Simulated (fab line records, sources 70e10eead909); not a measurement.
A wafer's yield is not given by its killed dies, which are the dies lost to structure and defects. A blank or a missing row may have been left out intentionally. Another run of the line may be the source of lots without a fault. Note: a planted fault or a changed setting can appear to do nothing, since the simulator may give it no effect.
fab line records ; flow nand_harc ; part 1 of 2: steps 1 to 4 of 6
[record] lots = 23; wafers = 69; last_day = 33
route steps=1302 shown A_STAIRCASE@667
lots untouched by any fault: they come from a run of this same line in which no faults occurred
start_h: the number of hours between the record's first day and the start of the first shown wafer of the lot ; wait_h: hours since the lot's step before ; " identical to the entry in the row above ; L1.1+2: one row covering several wafers at once ; - value missing, or start not given ; * or withheld: withheld ; < > ~ a bound
route shown NAME@n: a module of which the file shows steps, and the number in the route of the first ; usual: average and standard deviation across the fault-free wafers ; same: alike in all rows ; chamber/n: place in a boat ; sites: per-site readings ; _std_site: the values' standard deviation ; _edge_site: inner sites' mean taken away from outer sites' mean ; radius_mm: how far each site lies from the wafer's centre ; mask NAME#n: copy n ; behind: the most recent tool/chamber to have shaped the wafer ; hold: why the lot went on hold/how many hours it stayed there/how the hold came to an end ; device: the transistor (n, p or np) that didn't switch ; end of line: the route-end tests of the same wafers ; step lacking rows: just its recipe ; killed: dies that structure and defects cost at the first sort, which is not the same as the wafer's yield ; map: a wafer's dies, marking killed ones x, the rest . and places with no die _
set.NAME: the setting that was run; set.NAME@STEP: the one run at that earlier step ; model.NAME: the simulator's own value behind a step, which no gauge read
steps of the route over a sample of lots; a table a step, a row a wafer
services: from which hour (start_h, from the record's first day; less than 0 if before it) a tool's chamber was out of use, for how many hours, and why
[[steps]]
[step NHARC_A_STAIRCASE_DESCUM_11]
[recipe] time_s = 3; o2_flow_sccm = 200; ar_flow_sccm = 0; bias_power_w = 0; chemistry = O2
[usual] drypump_motor_current_A = 5.82/0.25; oes_product_au = 1.004/0.014; rf_vpp_V = 57.7/0.86; showerhead_plenum_p_Torr = 1.89/0.064; throttle_valve_pct = 11.311/0.0094
[same] bias_power_w = 0
lot.wafer;tool;chamber;start_h;wait_h;drypump_motor_current_A;oes_product_au;rf_hours_counter_h;rf_vpp_V;showerhead_plenum_p_Torr;throttle_valve_pct
L074.3;rie_diel-12;3;346.22;-;5.58;0.982;20;58.9;1.82;11.311
L074.5;rie_diel-12;3;346.22;-;5.59;0.975;-;57.7;1.82;11.322
L074.6;rie_diel-12;0;346.22;-;5.85;1.014;-;57.5;1.85;11.310
L075.1;rie_diel-12;2;356.53;-;5.80;0.998;18;57.9;1.92;11.321
L075.6;rie_diel-12;1;356.53;-;5.82;0.997;-;56.9;1.92;11.305
L075.5;rie_diel-12;2;356.53;-;5.78;0.997;-;57.9;1.92;11.319
L076.1;rie_diel-05;1;368.25;-;6.08;1.012;48;57.5;1.80;11.305
L076.3;rie_diel-05;2;368.25;-;6.09;1.022;42;58.3;1.90;11.311
L076.6;rie_diel-05;0;368.25;-;5.42;0.982;-;57.9;1.87;11.303
L078.2;rie_diel-04;2;376.81;-;6.28;1.014;6;59.7;2.02;11.312
L078.4;rie_diel-04;3;376.81;-;5.54;1.010;6;55.7;1.89;11.313
L078.6;rie_diel-04;2;376.81;-;6.24;1.011;-;57.5;2.02;11.310
L077.2;rie_diel-05;0;377.44;-;5.40;0.978;53;58.1;1.87;11.321
L077.4;rie_diel-05;1;377.44;-;6.05;1.021;52;57.3;1.80;11.317
L077.6;rie_diel-05;3;377.44;-;5.80;0.986;-;58.0;1.85;11.294
L079.2;rie_diel-05;2;404.96;-;6.10;1.024;55;57.9;1.89;11.309
L079.1;rie_diel-05;0;404.96;-;5.40;0.978;60;58.7;1.87;11.312
L079.6;rie_diel-05;2;404.96;-;6.07;1.019;-;57.5;1.89;11.292
L081.4;rie_diel-04;0;415.12;-;5.91;1.012;13;57.5;1.93;11.312
L081.5;rie_diel-04;1;415.12;-;5.60;0.976;-;57.4;1.96;11.286
L081.6;rie_diel-04;2;415.12;-;6.24;1.008;-;57.5;2.01;11.284
L080.3;rie_diel-04;3;417.99;-;5.52;1.010;18;58.0;1.88;11.311
L080.2;rie_diel-04;1;417.99;-;5.55;0.983;15;57.6;1.96;11.300
L080.5;rie_diel-04;0;417.99;-;5.96;1.009;-;57.2;1.93;11.314
L082.4;rie_diel-05;0;431.25;-;5.41;1.001;4;56.6;1.86;11.293
L082.2;rie_diel-05;2;431.25;-;6.09;1.005;7;57.5;1.89;11.307
L082.6;rie_diel-05;0;431.25;-;5.42;1.002;-;58.0;1.86;11.298
L084.3;rie_diel-04;0;451.20;-;5.95;1.010;24;56.2;1.92;11.304
L084.2;rie_diel-04;3;451.20;-;5.54;1.003;28;56.5;1.88;11.321
L084.6;rie_diel-04;0;451.20;-;5.94;1.002;-;57.7;1.92;11.313
L083.2;rie_diel-04;2;451.37;-;6.25;1.010;27;58.7;2.01;11.311
L083.1;rie_diel-04;0;451.37;-;5.97;1.006;24;57.3;1.92;11.307
L083.4;rie_diel-04;1;451.37;-;5.59;0.992;23;57.3;1.96;11.318
L085.1;rie_diel-12;3;457.13;-;5.57;0.982;0;57.5;1.81;11.299
L085.3;rie_diel-12;2;457.13;-;5.81;0.997;0;57.4;1.91;11.320
L085.6;rie_diel-12;3;457.13;-;5.59;0.982;-;56.6;1.81;11.305
L086.1;rie_diel-04;1;467.84;-;5.54;1.012;29;59.0;1.96;11.302
L086.6;rie_diel-04;0;467.84;-;5.95;1.015;-;58.9;1.92;11.301
L086.5;rie_diel-04;1;467.84;-;5.60;0.999;-;57.7;1.96;11.313
L087.4;rie_diel-12;0;472.98;-;5.80;1.000;5;57.8;1.84;11.301
L087.3;rie_diel-12;1;472.98;-;5.80;1.015;5;56.8;1.91;11.309
L087.1;rie_diel-12;2;472.98;-;5.79;0.991;6;57.4;1.91;11.300
L088.3;rie_diel-04;2;495.27;-;6.23;1.003;39;56.8;2.01;11.325
L088.4;rie_diel-04;1;495.27;-;5.59;0.991;34;58.2;1.95;11.316
L088.6;rie_diel-04;2;495.27;-;6.26;1.008;-;56.7;2.01;11.309
L091.1;rie_diel-04;2;518.04;-;6.22;0.996;43;60.4;2.01;11.322
L091.3;rie_diel-04;3;518.04;-;5.58;1.007;47;57.2;1.87;11.298
L091.2;rie_diel-04;0;518.04;-;5.93;1.011;43;56.6;1.92;11.304
L090.1;rie_diel-05;1;518.41;-;6.05;1.004;39;56.8;1.78;11.316
L090.2;rie_diel-05;2;518.41;-;6.09;1.010;39;57.8;1.88;11.316
L090.5;rie_diel-05;2;518.41;-;6.07;1.008;-;57.5;1.88;11.309
L093.1;rie_diel-12;1;538.66;-;5.81;1.012;27;58.1;1.90;11.306
L093.3;rie_diel-12;2;538.66;-;5.79;0.981;26;57.8;1.90;11.321
L093.5;rie_diel-12;1;538.66;-;5.83;1.020;-;57.1;1.90;11.323
L092.4;rie_diel-05;2;538.83;-;6.12;1.017;47;56.9;1.88;11.310
L092.2;rie_diel-05;3;538.83;-;5.79;0.993;45;58.5;1.83;11.335
L092.6;rie_diel-05;0;538.83;-;5.42;0.971;-;58.0;1.85;11.312
L094.4;rie_diel-04;3;549.97;-;5.50;1.013;4;58.7;1.87;11.296
L094.3;rie_diel-04;2;549.97;-;6.26;1.013;3;58.8;2.00;11.308
L094.5;rie_diel-04;0;549.97;-;5.90;1.012;-;57.4;1.91;11.317
L095.2;rie_diel-05;2;563.88;-;6.05;1.012;55;57.1;1.88;11.314
L095.3;rie_diel-05;0;563.88;-;5.42;0.970;49;57.4;1.85;11.307
L095.6;rie_diel-05;2;563.88;-;6.05;1.015;-;58.3;1.88;11.308
L096.1;rie_diel-05;2;564.78;-;6.05;1.013;55;55.1;1.88;11.308
L096.4;rie_diel-05;3;564.78;-;5.78;1.017;53;57.3;1.83;11.312
L096.2;rie_diel-05;0;564.78;-;5.41;0.988;49;57.1;1.85;11.310
L097.4;rie_diel-04;3;576.56;-;5.51;1.020;12;57.2;1.87;11.301
L097.5;rie_diel-04;0;576.56;-;5.96;1.015;-;58.6;1.91;11.305
L097.6;rie_diel-04;1;576.56;-;5.56;1.015;-;59.6;1.95;11.312
[step NHARC_A_STAIRCASE_ETCH_19]
[recipe] target_depth_a = 1000; time_s = 40.5; ion_energy_ev = 400; c4f8_flow_sccm = 20; o2_flow_sccm = 10; ar_flow_sccm = withheld; rf_w = 600; bias_w = 1000; chemistry = C4F8/O2
[usual] oes_product_au = 0.946/0.016; rf_vpp_V = 895/4.1
lot.wafer;tool;chamber;start_h;wait_h;oes_product_au;rf_hours_counter_h;rf_vpp_V
L074.3;rie_diel-12;0;-;-;0.961;24;893
L074.5;rie_diel-12;1;-;-;0.955;-;895
L074.6;rie_diel-12;2;-;-;0.958;-;897
L075.1;rie_diel-12;2;-;-;0.943;19;896
L075.5;rie_diel-12;0;-;-;0.964;-;892
L075.6;rie_diel-12;1;-;-;0.964;-;896
L076.1;rie_diel-05;1;-;-;0.948;48;888
L076.3;rie_diel-05;0;-;-;0.914;49;893
L076.6;rie_diel-05;2;-;-;0.959;-;896
L078.4;rie_diel-04;0;-;-;0.965;5;897
L078.2;rie_diel-04;1;-;-;0.949;5;899
L078.6;rie_diel-04;2;-;-;0.944;-;903
L077.4;rie_diel-05;2;-;-;0.956;48;896
L077.2;rie_diel-05;3;-;-;0.940;47;892
L077.6;rie_diel-05;1;-;-;0.945;-;889
L079.1;rie_diel-05;0;-;-;0.925;60;892
L079.2;rie_diel-05;2;-;-;0.951;55;895
L079.6;rie_diel-05;0;-;-;0.925;-;894
L081.4;rie_diel-04;0;-;-;0.963;14;897
L081.6;rie_diel-04;0;-;-;0.963;-;898
L081.5;rie_diel-04;1;-;-;0.932;-;899
L080.3;rie_diel-04;2;-;-;0.969;19;903
L080.2;rie_diel-04;3;-;-;0.962;18;895
L080.5;rie_diel-04;1;-;-;0.927;-;899
L082.4;rie_diel-05;1;-;-;0.963;7;888
L082.2;rie_diel-05;2;-;-;0.951;7;893
L082.6;rie_diel-05;2;-;-;0.943;-;895
L084.3;rie_diel-04;1;-;-;0.918;26;900
L084.2;rie_diel-04;2;-;-;0.949;29;901
L084.6;rie_diel-04;2;-;-;0.947;-;902
L083.4;rie_diel-04;2;-;-;0.932;30;902
L083.2;rie_diel-04;0;-;-;0.937;29;896
L083.1;rie_diel-04;1;-;-;0.937;26;898
L085.3;rie_diel-12;1;-;-;0.962;0;896
L085.1;rie_diel-12;3;-;-;0.931;0;889
L085.6;rie_diel-12;2;-;-;0.946;-;897
L086.1;rie_diel-04;3;-;-;0.960;36;893
L086.5;rie_diel-04;3;-;-;0.956;-;893
L086.6;rie_diel-04;0;-;-;0.959;-;896
L087.3;rie_diel-12;1;-;-;0.959;6;897
L087.4;rie_diel-12;3;-;-;0.929;6;889
L087.1;rie_diel-12;0;-;-;0.961;5;890
L088.4;rie_diel-04;0;-;-;0.957;38;898
L088.3;rie_diel-04;3;-;-;0.946;42;892
L088.6;rie_diel-04;1;-;-;0.935;-;898
L090.2;rie_diel-05;0;-;-;0.925;35;893
L090.1;rie_diel-05;1;-;-;0.948;39;888
L090.5;rie_diel-05;1;-;-;0.943;-;886
L091.2;rie_diel-04;2;-;-;0.949;44;901
L091.3;rie_diel-04;3;-;-;0.944;48;891
L091.1;rie_diel-04;1;-;-;0.939;40;899
L093.3;rie_diel-12;1;-;-;0.969;27;895
L093.1;rie_diel-12;0;-;-;0.956;25;890
L093.5;rie_diel-12;2;-;-;0.919;-;895
L092.2;rie_diel-05;3;-;-;0.928;45;892
L092.4;rie_diel-05;0;-;-;0.921;43;893
L092.6;rie_diel-05;0;-;-;0.923;-;892
L094.3;rie_diel-04;0;-;-;0.966;4;896
L094.4;rie_diel-04;2;-;-;0.981;4;902
L094.5;rie_diel-04;3;-;-;0.962;-;895
L095.3;rie_diel-05;0;-;-;0.931;49;893
L095.2;rie_diel-05;3;-;-;0.949;53;891
L095.6;rie_diel-05;0;-;-;0.922;-;892
L096.4;rie_diel-05;1;-;-;0.944;55;887
L096.2;rie_diel-05;2;-;-;0.933;56;893
L096.1;rie_diel-05;3;-;-;0.937;54;890
L097.4;rie_diel-04;2;-;-;0.957;11;899
L097.5;rie_diel-04;2;-;-;0.957;-;902
L097.6;rie_diel-04;3;-;-;0.937;-;894
[step NHARC_A_STAIRCASE_TRIM_191]
[recipe] time_s = 211.2; o2_flow_sccm = 500; ar_flow_sccm = 0; bias_w = 0; chemistry = O2
[usual] drypump_motor_current_A = 5.81/0.23; oes_product_au = 1.002/0.016; rf_vpp_V = 57.8/0.84; showerhead_plenum_p_Torr = 3.50/0.11; throttle_valve_pct = 17.036/0.0088
lot.wafer;tool;chamber;start_h;wait_h;drypump_motor_current_A;oes_product_au;rf_hours_counter_h;rf_vpp_V;showerhead_plenum_p_Torr;throttle_valve_pct
L074.3;rie_diel-05;2;-;-;6.09;1.020;37;58.3;3.50;17.037
L074.6;rie_diel-05;0;-;-;5.42;0.987;-;56.9;3.46;17.025
L074.5;rie_diel-05;1;-;-;6.08;1.023;-;55.5;3.33;17.031
L075.1;rie_diel-12;3;-;-;5.60;0.984;25;57.9;3.37;17.027
L075.5;rie_diel-12;1;-;-;5.80;1.002;-;59.1;3.54;17.026
L075.6;rie_diel-12;2;-;-;5.76;0.992;-;58.5;3.54;17.027
L076.1;rie_diel-04;3;-;-;5.53;1.016;5;57.8;3.48;17.017
L076.3;rie_diel-04;0;-;-;5.94;1.006;4;57.5;3.56;17.028
L076.6;rie_diel-04;2;-;-;6.21;1.007;-;56.4;3.71;17.026
L078.4;rie_diel-04;2;-;-;6.21;1.015;8;57.8;3.71;17.024
L078.2;rie_diel-04;3;-;-;5.59;1.028;8;58.6;3.48;17.047
L078.6;rie_diel-04;2;-;-;6.23;1.014;-;58.5;3.71;17.037
L077.4;rie_diel-05;0;-;-;5.43;0.979;54;57.4;3.45;17.045
L077.2;rie_diel-05;3;-;-;5.79;0.988;48;57.9;3.42;17.054
L077.6;rie_diel-05;1;-;-;6.07;1.005;-;57.6;3.33;17.041
L079.1;rie_diel-04;1;-;-;5.60;0.986;13;58.3;3.61;17.028
L079.2;rie_diel-04;2;-;-;6.25;1.005;17;58.1;3.70;17.036
L079.6;rie_diel-04;2;-;-;6.26;0.993;-;58.3;3.70;17.034
L081.4;rie_diel-12;1;-;-;5.82;1.007;48;57.6;3.53;17.042
L081.5;rie_diel-12;3;-;-;5.60;0.988;-;56.3;3.36;17.030
L081.6;rie_diel-12;0;-;-;5.83;0.992;-;57.6;3.41;17.033
L080.3;rie_diel-12;1;-;-;5.84;1.014;53;56.5;3.53;17.054
L080.2;rie_diel-12;0;-;-;5.88;1.003;50;57.0;3.41;17.036
L080.5;rie_diel-12;1;-;-;5.82;1.005;-;57.3;3.53;17.046
L082.2;rie_diel-12;2;-;-;5.79;1.003;49;59.1;3.53;17.039
L082.4;rie_diel-12;3;-;-;5.61;0.997;51;58.5;3.36;17.031
L082.6;rie_diel-12;0;-;-;5.85;0.995;-;57.9;3.40;17.024
L084.2;rie_diel-04;1;-;-;5.61;1.008;27;58.9;3.60;17.048
L084.3;rie_diel-04;3;-;-;5.54;1.025;34;59.0;3.46;17.032
L084.6;rie_diel-04;1;-;-;5.60;1.005;-;58.7;3.60;17.024
L083.2;rie_diel-12;3;-;-;5.59;0.968;1;55.8;3.35;17.032
L083.4;rie_diel-12;0;-;-;5.80;1.009;1;58.5;3.40;17.033
L083.1;rie_diel-12;1;-;-;5.83;1.021;1;58.3;3.53;17.033
L085.3;rie_diel-05;0;-;-;5.44;0.990;18;56.6;3.44;17.027
L085.1;rie_diel-05;2;-;-;6.09;0.993;18;57.0;3.49;17.033
L085.6;rie_diel-05;1;-;-;6.06;1.021;-;55.8;3.32;17.059
L086.1;rie_diel-04;1;-;-;5.60;0.994;30;57.2;3.60;17.032
L086.6;rie_diel-04;1;-;-;5.60;1.007;-;57.0;3.60;17.040
L086.5;rie_diel-04;2;-;-;6.25;1.016;-;59.2;3.69;17.036
L087.3;rie_diel-04;1;-;-;5.59;0.994;31;58.1;3.60;17.045
L087.4;rie_diel-04;3;-;-;5.56;1.013;38;58.8;3.46;17.045
L087.1;rie_diel-04;0;-;-;5.95;1.016;34;56.7;3.54;17.044
L088.3;rie_diel-04;3;-;-;5.55;1.013;43;56.3;3.46;17.027
L088.4;rie_diel-04;0;-;-;5.95;1.008;39;57.0;3.54;17.022
L088.6;rie_diel-04;3;-;-;5.56;1.010;-;58.4;3.46;17.047
L090.1;rie_diel-12;3;-;-;5.62;0.983;19;57.0;3.34;17.025
L090.2;rie_diel-12;2;-;-;5.79;0.978;20;57.9;3.51;17.052
L090.5;rie_diel-12;3;-;-;5.62;0.976;-;56.5;3.34;17.030
L091.2;rie_diel-04;2;-;-;6.24;1.011;44;57.4;3.68;17.042
L091.3;rie_diel-04;3;-;-;5.55;1.007;48;56.7;3.46;17.047
L091.1;rie_diel-04;1;-;-;5.60;0.989;40;58.1;3.60;17.034
L093.1;rie_diel-04;0;-;-;6.00;1.020;2;58.4;3.53;17.043
L093.3;rie_diel-04;3;-;-;5.53;1.012;2;56.5;3.45;17.035
L093.5;rie_diel-04;0;-;-;5.97;1.009;-;58.0;3.53;17.043
L092.4;rie_diel-12;3;-;-;5.61;0.966;27;58.8;3.34;17.039
L092.2;rie_diel-12;0;-;-;5.86;1.001;28;57.7;3.39;17.043
L092.6;rie_diel-12;0;-;-;5.86;1.005;-;56.5;3.39;17.041
L094.3;rie_diel-12;3;-;-;5.59;0.969;29;56.3;3.34;17.034
L094.4;rie_diel-12;1;-;-;5.81;1.015;34;58.2;3.51;17.043
L094.5;rie_diel-12;3;-;-;5.59;0.968;-;57.4;3.34;17.025
L095.3;rie_diel-04;1;-;-;5.60;1.000;8;57.8;3.59;17.044
L095.2;rie_diel-04;3;-;-;5.51;1.023;10;58.1;3.45;17.020
L095.6;rie_diel-04;0;-;-;5.95;1.023;-;59.3;3.53;17.032
L096.4;rie_diel-04;0;-;-;5.93;1.026;10;58.0;3.53;17.032
L096.1;rie_diel-04;2;-;-;6.26;1.029;8;58.1;3.68;17.037
L096.2;rie_diel-04;3;-;-;5.55;1.012;10;58.6;3.45;17.032
L097.5;rie_diel-12;2;-;-;5.86;0.979;-;57.9;3.50;17.046
L097.6;rie_diel-12;3;-;-;5.61;0.960;-;59.1;3.33;17.028
L097.4;rie_diel-12;1;-;-;5.83;1.017;-;57.5;3.50;17.036
[step NHARC_A_STAIRCASE_TRIM_200]
[recipe] time_s = 211.2; o2_flow_sccm = 500; ar_flow_sccm = 0; bias_w = 0; chemistry = O2
[usual] drypump_motor_current_A = 5.81/0.25; oes_product_au = 1.002/0.017; rf_vpp_V = 57.8/0.92; showerhead_plenum_p_Torr = 3.51/0.11; throttle_valve_pct = 17.036/0.0096
lot.wafer;tool;chamber;start_h;wait_h;drypump_motor_current_A;oes_product_au;rf_hours_counter_h;rf_vpp_V;showerhead_plenum_p_Torr;throttle_valve_pct
L074.3;rie_diel-04;0;-;-;5.94;1.018;31;56.2;3.56;17.036
L074.5;rie_diel-04;0;-;-;5.93;1.009;-;58.0;3.56;17.038
L074.6;rie_diel-04;1;-;-;5.61;1.003;-;57.9;3.62;17.042
L075.1;rie_diel-05;3;-;-;5.80;0.993;40;58.5;3.42;17.021
L075.6;rie_diel-05;0;-;-;5.41;0.980;-;56.9;3.45;17.034
L075.5;rie_diel-05;1;-;-;6.07;1.017;-;57.0;3.33;17.049
L076.3;rie_diel-12;1;-;-;5.82;1.004;36;57.9;3.54;17.054
L076.1;rie_diel-12;2;-;-;5.80;1.004;27;57.2;3.54;17.038
L076.6;rie_diel-12;1;-;-;5.82;1.003;-;56.3;3.54;17.042
L078.2;rie_diel-04;3;-;-;5.55;1.024;8;56.4;3.48;17.023
L078.4;rie_diel-04;2;-;-;6.22;1.006;8;57.9;3.70;17.034
L078.6;rie_diel-04;3;-;-;5.53;1.032;-;58.9;3.48;17.044
L077.2;rie_diel-05;3;-;-;5.75;0.983;48;57.9;3.42;17.033
L077.4;rie_diel-05;0;-;-;5.43;0.983;54;56.6;3.45;17.036
L077.6;rie_diel-05;3;-;-;5.74;0.982;-;56.8;3.42;17.037
L079.2;rie_diel-04;1;-;-;5.59;0.982;13;57.5;3.61;17.040
L079.1;rie_diel-04;2;-;-;6.26;1.002;17;58.5;3.70;17.047
L079.6;rie_diel-04;1;-;-;5.58;0.978;-;55.9;3.61;17.033
L081.4;rie_diel-05;3;-;-;5.80;1.005;1;57.4;3.41;17.038
L081.5;rie_diel-05;2;-;-;6.09;1.003;-;58.7;3.49;17.029
L081.6;rie_diel-05;3;-;-;5.78;0.998;-;58.7;3.41;17.038
L080.2;rie_diel-04;1;-;-;5.62;0.984;18;57.5;3.61;17.044
L080.3;rie_diel-04;2;-;-;6.29;1.016;22;58.5;3.70;17.022
L080.5;rie_diel-04;1;-;-;5.60;0.988;-;57.5;3.61;17.045
L082.4;rie_diel-12;3;-;-;5.59;0.975;51;57.5;3.36;17.050
L082.2;rie_diel-12;1;-;-;5.82;1.000;57;58.5;3.53;17.034
L082.6;rie_diel-12;2;-;-;5.83;0.996;-;58.4;3.53;17.035
L084.2;rie_diel-04;2;-;-;6.24;1.012;31;57.7;3.69;17.041
L084.3;rie_diel-04;1;-;-;5.62;0.999;27;59.0;3.60;17.029
L084.6;rie_diel-04;3;-;-;5.58;1.001;-;59.4;3.46;17.044
L083.2;rie_diel-04;3;-;-;5.56;1.005;34;56.9;3.46;17.034
L083.1;rie_diel-04;1;-;-;5.61;1.007;27;58.3;3.60;17.024
L083.4;rie_diel-04;2;-;-;6.24;1.014;31;59.0;3.69;17.020
L085.3;rie_diel-12;3;-;-;5.60;0.968;2;56.3;3.35;17.033
L085.1;rie_diel-12;2;-;-;5.78;0.987;2;59.7;3.52;17.052
L085.6;rie_diel-12;0;-;-;5.85;0.998;-;56.6;3.40;17.053
L086.1;rie_diel-05;3;-;-;5.76;0.991;19;58.3;3.40;17.041
L086.5;rie_diel-05;3;-;-;5.75;0.993;-;58.0;3.40;17.025
L086.6;rie_diel-05;0;-;-;5.42;0.995;-;57.9;3.44;17.026
L087.1;rie_diel-04;1;-;-;5.60;0.991;31;58.1;3.60;17.055
L087.3;rie_diel-04;2;-;-;6.22;1.012;35;58.5;3.69;17.026
L087.4;rie_diel-04;3;-;-;5.57;1.009;38;57.9;3.46;17.038
L088.4;rie_diel-04;0;-;-;5.95;1.018;39;59.2;3.54;17.042
L088.3;rie_diel-04;1;-;-;5.63;1.002;36;56.7;3.60;17.030
L088.6;rie_diel-04;3;-;-;5.56;1.002;-;57.6;3.46;17.034
L090.2;rie_diel-12;3;-;-;5.62;0.959;19;57.0;3.34;17.017
L090.1;rie_diel-12;0;-;-;5.83;0.999;21;56.8;3.39;17.024
L090.5;rie_diel-12;2;-;-;5.79;0.979;-;57.6;3.51;17.034
L091.1;rie_diel-04;1;-;-;5.57;1.002;41;59.3;3.60;17.032
L091.3;rie_diel-04;3;-;-;5.56;1.013;48;57.2;3.46;17.023
L091.2;rie_diel-04;0;-;-;5.95;1.017;44;57.0;3.54;17.012
L093.1;rie_diel-04;2;-;-;6.27;1.018;2;56.6;3.68;17.042
L093.3;rie_diel-04;0;-;-;5.95;1.020;2;57.6;3.53;17.042
L093.5;rie_diel-04;1;-;-;5.58;1.005;-;59.7;3.59;17.046
L092.2;rie_diel-04;0;-;-;5.96;1.022;3;58.9;3.53;17.037
L092.4;rie_diel-04;1;-;-;5.60;1.016;2;57.4;3.59;17.023
L092.6;rie_diel-04;3;-;-;5.51;1.032;-;59.0;3.45;17.033
L094.4;rie_diel-12;2;-;-;5.82;0.966;34;56.0;3.51;17.039
L094.3;rie_diel-12;3;-;-;5.59;0.968;29;57.4;3.34;17.032
L094.5;rie_diel-12;2;-;-;5.80;0.975;-;59.1;3.51;17.046
L095.3;rie_diel-05;1;-;-;6.05;1.011;57;58.0;3.29;17.046
L095.2;rie_diel-05;2;-;-;6.08;1.015;58;57.8;3.46;17.034
L095.6;rie_diel-05;0;-;-;5.42;0.985;-;55.7;3.42;17.051
L096.1;rie_diel-04;1;-;-;5.62;1.016;9;58.3;3.59;17.040
L096.4;rie_diel-04;2;-;-;6.25;1.019;9;59.2;3.68;17.038
L096.2;rie_diel-04;0;-;-;5.97;1.032;11;59.0;3.53;17.041
L097.6;rie_diel-12;2;-;-;5.79;0.981;-;57.7;3.50;17.012
L097.5;rie_diel-12;3;-;-;5.59;0.974;-;58.2;3.33;17.045
L097.4;rie_diel-12;1;-;-;5.84;1.011;-;58.3;3.50;17.039
